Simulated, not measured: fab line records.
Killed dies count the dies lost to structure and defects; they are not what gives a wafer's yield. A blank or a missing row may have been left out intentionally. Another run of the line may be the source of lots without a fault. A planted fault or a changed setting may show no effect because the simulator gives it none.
A struck lot beside a sound one -- flow n5 finfet -- 38 steps out of a route of 1938
Sound: wafers L233.1, L233.3, L233.5. Wafers struck: L243.1, L243.2. At the end, the cause is stated.
Each step with rows lists, per side, the tool, then ch with its chambers, then its first start. Under that, the readings that differ: sound wafers -- struck wafers -- difference of the means -- sigmas: that difference in standard deviations of wafers without a fault.
alike: same words and numbers on both sides, and readings whose means sit less than 2 such deviations apart. not compared: any withheld reading, any reading some wafer has no value for, any bound like >300 that may hide the same value, and any number with overlapping values for which the record gives no deviation.
A row with sigmas, a row that says differs or no value, or rows on one side alone: a step with any of these is where the two part. Numbers that have no deviation but don't overlap get no sigmas and don't part them. Lack of a reading on every wafer of one side parts them only where that side has two or more wafers.

first, 9 steps without rows for these wafers: N5_BEOL_M2_ANNEAL_95 (time 240 s); N5_BEOL_M2_SPUTTER_96 (material Cu, target thk 4.5 nm, time 8.29 s); N5_BEOL_M2_ECD_50 (material Cu, target thk 300 nm); N5_BEOL_M2_ANNEAL_51 (time 90 s); N5_BEOL_M2_CMP_52 (polishes, stops on SiOC, t overpolish 6.8 s, target thk 40 nm); N5_BEOL_M2_PRE_CLEAN_60 (time 15 s); N5_BEOL_M2_CO_CAP_55 (material Co, precursor CCTBA/H2, target thk 2 nm, time 102.1 s); N5_BEOL_M2_PRE_CLEAN_56 (time 15 s); N5_BEOL_M2_DEP_57 (deposits SiCN from 3MS/NH3, target thk 8 nm, time 14 s).
N5_BEOL_M3_ILD_DEP_00: deposits SiOC from DEMS/O2, target thk 79 nm, time 15.3 s.
  sound on pecvd-01 ch 1,2, day 8 07:38; struck on pecvd-01 ch 1,2, day 10 20:14
reading,sound,struck,difference,sigmas
model.SiOC_of_BEOL_M3_ILD_DEP_00.thk nm (nm),78.2 77.8 80.2,92.6 91.8,+13.5,
  alike: heater power w, showerhead plenum p Torr, throttle valve pct
N5_BEOL_M3_THK_MEAS_01:
  sound on film metro-01, day 8 07:44; struck on film metro-02, day 10 20:18
reading,sound,struck,difference,sigmas
M3_ILD_THK (nm),78.2 77.8 80.1,92.5 91.7,+13.4,+12
then, 24 steps without rows for these wafers: N5_BEOL_M3_PECVD_72 (deposits SiO2 from TEOS/O2, target thk 16 nm, time 18 s); N5_BEOL_M3_HM_DEP_02 (deposits TiN, target thk 20 nm); N5_BEOL_M3_COAT_61 (time 60 s, resist thk 60 nm); N5_BEOL_M3_COAT_62 (time 60 s, resist thk 12 nm); N5_BEOL_M3_COAT_73 (time 60 s, resist thk 5 nm); N5_BEOL_M3_COAT_05 (resist thk 30 nm); N5_BEOL_M3_EBR_07; N5_BEOL_M3_SOFTBAKE_06 (time 60 s); N5_BEOL_M3_EXPOSE_08 (exposes mask M3); N5_BEOL_M3_PEB_09 (peb time 60 s); N5_BEOL_M3_DEVELOP_10 (develop time 30 s); N5_BEOL_M3_DESCUM_16 (chemistry O2, time 7 s); N5_BEOL_M3_ETCH_74 (etches underlayer in N2/H2, target depth 6.5 nm, time 5.2 s); N5_BEOL_M3_ETCH_63 (etches SiARC in CF4, target depth 15.6 nm, time 26 s); N5_BEOL_M3_ETCH_64 (etches SOC in N2/H2, target depth 75 nm, overetch 15 nm, time 112.5 s); N5_BEOL_M3_STRIP_65 (strips in N2/H2); N5_BEOL_M3_STRIP_75 (strips in N2/H2); N5_BEOL_M3_STRIP_66 (strips in CF4); N5_BEOL_M3_HM_OPEN_17 (chemistry Cl2/BCl3, target TiN, target depth 20 nm, overetch 6 nm); N5_BEOL_M3_STRIP_19 (strips in O2); N5_BEOL_M3_COAT_67 (time 60 s, resist thk 60 nm); N5_BEOL_M3_COAT_68 (time 60 s, resist thk 12 nm); N5_BEOL_M3_COAT_76 (time 60 s, resist thk 5 nm); N5_BEOL_M3_COAT_22 (resist thk 30 nm).
N5_BEOL_M3_CMP_52: polishes, stops on SiOC, t overpolish 6.8 s, target thk 40 nm.
  sound on cmp-04 ch 0,2,3, day 9 04:42; struck on cmp-03 ch 0,2, day 11 06:06
reading,sound,struck,difference,sigmas
model.SiOC_of_BEOL_M3_ILD_DEP_00.thk nm (nm),75.2 74.8 77.2,89.6 88.8,+13.5,
model.Cu_of_BEOL_M3_ECD_50.thk nm (nm),40.4 39.4 41.6,53 52,+12,
  alike: clearing platen rpm, motor current A
N5_BEOL_M4_RC_MEAS_101:
  sound on prober-01 ch 0, day 10 01:20; struck on prober-01 ch 0, day 12 09:43
reading,sound,struck,difference,sigmas
VT_P (mV),-249 -248 -249,-257 -257,-8,-3
  alike: DIBL_N, DIBL_P, IOFF_N, IOFF_P, ION_N, ION_P, SS_N, SS_P, VT_N
-- here the record skips 5 days between the struck wafers' starts before and after, leaving off in module BEOL_M4 and picking up in module PASSIVATION (first step shown: number 1936 of the route) --
N5_PASSIVATION_PROBE_49:
  only the struck wafers here have rows in the record (prober-02, day 17 00:17); the sound ones have none

## WHERE THEY PART
At N5_BEOL_M3_THK_MEAS_01 first; at N5_PASSIVATION_PROBE_49 last (within this record only).

WHY: whatever the simulator had introduced
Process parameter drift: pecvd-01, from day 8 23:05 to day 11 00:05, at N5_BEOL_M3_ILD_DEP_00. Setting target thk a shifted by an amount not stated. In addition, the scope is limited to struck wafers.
